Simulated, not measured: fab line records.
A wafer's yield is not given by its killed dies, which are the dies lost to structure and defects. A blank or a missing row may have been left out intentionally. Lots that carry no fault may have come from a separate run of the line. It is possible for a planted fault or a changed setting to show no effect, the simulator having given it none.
Which tool is to blame? || flow n5Finfet || 27 wafers from 9 lots sampled at 4 of the route's 1938 steps

== WHAT EACH GAUGE READ, for each wafer ==
N5_HKMG_FIN_INSPECT_28: inspects for defects (darkfield).
{"lot": "L851", "measured": "day 4 18:49", "on": "defectInspect-02", "rawDefectCount": "36 46 22"}
{"lot": "L852", "measured": "day 5 00:07", "on": "defectInspect-02", "rawDefectCount": "36 52 60"}
{"lot": "L854", "measured": "day 5 15:01", "on": "defectInspect-02", "rawDefectCount": "58 52 44"}
{"lot": "L858", "measured": "day 6 16:55", "on": "defectInspect-02", "rawDefectCount": "29 34 70"}
{"lot": "L862", "measured": "day 7 18:27", "on": "defectInspect-02", "rawDefectCount": "15 33 12"}
{"lot": "L866", "measured": "day 8 17:47", "on": "defectInspect-01", "rawDefectCount": "764 23 21"}
{"lot": "L869", "measured": "day 9 14:01", "on": "defectInspect-02", "rawDefectCount": "32 40 45"}
{"lot": "L870", "measured": "day 9 18:05", "on": "defectInspect-01", "rawDefectCount": "56 46 23"}
{"lot": "L871", "measured": "day 10 03:03", "on": "defectInspect-01", "rawDefectCount": "20 32 30"}

== TOOL THAT RAN EACH LOT (tool first, then ch and the chambers of the sampled wafers, then the start) ==
{"lot": "L851", "N5_HKMG_FIN_STRIP_69": "plasmaAsher-02 ch 0,1, day 4 17:11", "N5_HKMG_FIN_CMP_23": "cmp-03 ch 0,1,3, day 4 18:06", "N5_HKMG_FIN_CMP_94": "cmp-03 ch 0,1,3, day 4 18:35"}
{"lot": "L852", "N5_HKMG_FIN_STRIP_69": "plasmaAsher-01 ch 0,1, day 4 22:36", "N5_HKMG_FIN_CMP_23": "cmp-01 ch 0,3, day 4 23:24", "N5_HKMG_FIN_CMP_94": "cmp-01 ch 0,3, day 4 23:53"}
{"lot": "L854", "N5_HKMG_FIN_STRIP_69": "plasmaAsher-02 ch 0,1, day 5 13:23", "N5_HKMG_FIN_CMP_23": "cmp-01 ch 2,3, day 5 14:19", "N5_HKMG_FIN_CMP_94": "cmp-01 ch 2,3, day 5 14:47"}
{"lot": "L858", "N5_HKMG_FIN_STRIP_69": "plasmaAsher-01 ch 0,1, day 6 15:25", "N5_HKMG_FIN_CMP_23": "cmp-01 ch 2,3, day 6 16:13", "N5_HKMG_FIN_CMP_94": "cmp-01 ch 2,3, day 6 16:41"}
{"lot": "L862", "N5_HKMG_FIN_STRIP_69": "plasmaAsher-02 ch 0,1, day 7 16:50", "N5_HKMG_FIN_CMP_23": "cmp-02 ch 0,3, day 7 17:44", "N5_HKMG_FIN_CMP_94": "cmp-02 ch 0,3, day 7 18:13"}
{"lot": "L866", "N5_HKMG_FIN_STRIP_69": "plasmaAsher-02 ch 0,1, day 8 16:10", "N5_HKMG_FIN_CMP_23": "cmp-02 ch 0,2,3, day 8 17:05", "N5_HKMG_FIN_CMP_94": "cmp-02 ch 0,2,3, day 8 17:34"}
{"lot": "L869", "N5_HKMG_FIN_STRIP_69": "plasmaAsher-02 ch 0,1, day 9 12:23", "N5_HKMG_FIN_CMP_23": "cmp-03 ch 1,2, day 9 13:19", "N5_HKMG_FIN_CMP_94": "cmp-03 ch 1,2, day 9 13:47"}
{"lot": "L870", "N5_HKMG_FIN_STRIP_69": "plasmaAsher-02 ch 0,1, day 9 16:27", "N5_HKMG_FIN_CMP_23": "cmp-01 ch 1,2,3, day 9 17:27", "N5_HKMG_FIN_CMP_94": "cmp-01 ch 1,2,3, day 9 17:53"}
{"lot": "L871", "N5_HKMG_FIN_STRIP_69": "plasmaAsher-01 ch 0,1, day 10 01:25", "N5_HKMG_FIN_CMP_23": "cmp-01 ch 1,3, day 10 02:20", "N5_HKMG_FIN_CMP_94": "cmp-01 ch 1,3, day 10 02:49"}
- N5_HKMG_FIN_STRIP_69: strips in N2/H2, time 360 s.
- N5_HKMG_FIN_CMP_23: polishes, stops on SiNx, t overpolish 10 s, target thk 46.326 nm.
- N5_HKMG_FIN_CMP_94: polishes, stops on SiNx, t overpolish 4.7 s, target thk 43.299 nm.

== THE ANSWER, worked out from the rows above alone ==
Rule: what is usual is taken from the lots themselves. Put in order of their means at a reading, lots are off if they are a third of the lots or fewer, leave a main group of 4 or more, and stand apart from it by a gap of 3 or more times the standard deviation of the main group's means; of several such gaps the widest counts. If all means in a main group match to the digits the tables above print for the reading, that group is not used. Also off: a lot with no number at a reading for which 4 or more lots have one. The other lots that the step has rows for count as sound.
Off at N5_HKMG_FIN_INSPECT_28 (rawDefectCount): L866. Main group: mean 38, sd 10.
A tool fits if, at a process step before that reading, it ran every lot that is off, and no sound lot after the first of them. Those tools and the gauges at N5_HKMG_FIN_INSPECT_28 are tried in the same way. One candidate fits, namely cmp-02 at N5_HKMG_FIN_CMP_23 and N5_HKMG_FIN_CMP_94. At N5_HKMG_FIN_CMP_23 its last sound lot is L862 (day 7 17:44), its first lot that is off L866 (day 8 17:05): a fault that began between those two fits.

== WHAT WAS PUT IN BY THE SIMULATOR ==
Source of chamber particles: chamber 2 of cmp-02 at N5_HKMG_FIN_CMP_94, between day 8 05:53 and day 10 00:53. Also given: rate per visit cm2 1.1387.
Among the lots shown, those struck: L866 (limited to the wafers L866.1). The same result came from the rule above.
